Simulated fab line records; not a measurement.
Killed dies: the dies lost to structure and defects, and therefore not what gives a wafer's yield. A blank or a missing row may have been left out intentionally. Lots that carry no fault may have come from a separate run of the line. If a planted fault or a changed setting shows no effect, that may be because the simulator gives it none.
Struck lot and sound lot, side by side | flow n5 finfet | 19 out of 1938 route steps
Sound: the wafers L291.1, L291.4, L291.5. Wafers struck: L284.3, L284.4, L284.6. The cause comes at the end.
Each step with rows lists, per side, the tool, then ch with its chambers, then its first start. Under that, the readings that differ: sound wafers | struck wafers | difference of the means | sigmas: that difference in standard deviations of wafers without a fault.
alike: readings whose means differ by less than 2 such deviations, and words and numbers that are the same on both sides. not compared: withheld readings, readings that some wafer has no value for, bounds like >300 that may hide the same value, and numbers for which the record gives no deviation and whose values overlap.
Wherever a step has rows on one side only, a row that says differs or no value, or a row with sigmas, the two part there. When numbers do not overlap yet have no deviation, they are printed without sigmas and do not part them. Lack of a reading on every wafer of one side parts them only where that side has two or more wafers.

first, 9 steps without rows for these wafers: N5_SD_EPI_P_COAT_35 (time 60 s, resist thk 35 nm); N5_SD_EPI_P_COAT_03 (resist thk 150 nm); N5_SD_EPI_P_EBR_05; N5_SD_EPI_P_SOFTBAKE_04 (time 60 s); N5_SD_EPI_P_EXPOSE_06 (exposes mask SD P BLK, target cd 240 nm); N5_SD_EPI_P_PEB_07 (peb time 60 s); N5_SD_EPI_P_DEVELOP_08 (develop time 30 s); N5_SD_EPI_P_DESCUM_14 (chemistry O2, time 7.9 s); N5_SD_EPI_P_ETCH_36 (etches SiARC in CF4, target depth 45.5 nm, time 75.8 s).
N5_SD_EPI_P_ETCH_37: etches SOC in N2/H2, overetch 108 nm, time 486 s.
  sound on rie diel-02 ch 0,1, day 6 18:59; struck on rie diel-03 ch 0,3, day 4 23:16
  reading                                     | sound             | struck            | difference | sigmas
  rf fwd power W (W)                          | 3006 2976 3012    | 2275 2296 2286    | -712       | -75
  rf vpp V (V)                                | 241.1 241.6 240.6 | 266.4 264.5 265.1 | +24.2      | +20
  model.SD_EPI_P.cd nm (nm)                   | 239.2 241 240.2   | 235.8 235.8 237   | -3.9       |
  model.SiARC_of_SD_EPI_P_COAT_35.thk nm (nm) | 20.4 19.8 20.6    | 22.6 22.8 22.6    | +2.4       |
  alike: drypump motor current A, oes product au, showerhead plenum p Torr, throttle valve pct
  not compared: rf hours counter h
then, 1 step without rows for these wafers: N5_SD_EPI_P_STRIP_38 (strips in N2/H2).
N5_SD_EPI_P_ETCHBACK_46: etches SiNx in CH3F/O2, stops on SiO2, target depth 17.5 nm.
  sound on rie diel-02 ch 0,1, day 6 19:19; struck on rie diel-03 ch 0,3, day 4 23:35
  reading               | sound          | struck         | difference | sigmas
  oes product au (a.u.) | 0.61 0.61 0.61 | 0.50 0.36 0.54 | -0.14      | -2
  alike: O2_flow_sccm, drypump motor current A, rf vpp V, showerhead plenum p Torr, throttle valve pct
  not compared: rf hours counter h
then, 1 step without rows for these wafers: N5_SD_EPI_P_ETCH_47 (etches SiOCN in CH3F/O2, target depth 25 nm).
N5_SD_EPI_P_ETCH_16: etches SiO2 in CHF3/O2, target depth 5 nm.
  sound on rie diel-02 ch 0,1, day 6 19:31; struck on rie diel-03 ch 0,3, day 4 23:47
  reading                                     | sound        | struck       | difference | sigmas
  model.SiARC_of_SD_EPI_P_COAT_35.thk nm (nm) | 12.8 11.8 13 | 14.4 15 14.4 | +2.1       |
  alike: O2_flow_sccm, drypump motor current A, oes product au, rf fwd power W, rf vpp V, showerhead plenum p Torr, throttle valve pct
  not compared: rf hours counter h
then, 1 step without rows for these wafers: N5_SD_EPI_P_STRIP_50 (strips in CHF3/O2).
N5_SD_EPI_P_SD_RECESS_17: chemistry HBr/Cl2/O2, target depth 39.1 nm, bt time 3 s.
  sound on rie si-06 ch 0,3, day 6 19:35; struck on rie si-01 ch 2,3, day 4 23:52
  reading                   | sound         | struck          | difference | sigmas
  model.SD_EPI_P.cd nm (nm) | 238.8 241 240 | 235.8 236 237.2 | -3.6       |
  alike: O2_flow_sccm, drypump motor current A, oes product au, throttle valve pct
  not compared: rf hours counter h
then, 1 step without rows for these wafers: N5_SD_EPI_P_WET_ETCH_45 (etches SiO2 in dHF, time 10.7 s, target depth 2 nm, rinse time 30 s).
N5_BEOL_M4_RC_MEAS_101:
  the record has rows for the sound wafers here (prober-02 ch 0, day 11 17:36) and none for the struck ones
-- a jump in the record: the struck wafers' starts before and after are 10 days apart (it breaks off in module BEOL_M4 and resumes in module PASSIVATION, where the first step shown is number 1936 of the route) --
N5_PASSIVATION_PROBE_49:
  only the struck wafers here have rows in the record (prober-02, day 15 04:38); the sound ones have none

WHERE THEY PART
First at N5_SD_EPI_P_ETCH_37; last, within this record, at N5_PASSIVATION_PROBE_49.

WHY: what had been put in by the simulator
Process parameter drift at N5_SD_EPI_P_ETCH_37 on rie diel-03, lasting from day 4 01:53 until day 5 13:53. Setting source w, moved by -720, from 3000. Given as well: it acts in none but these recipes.
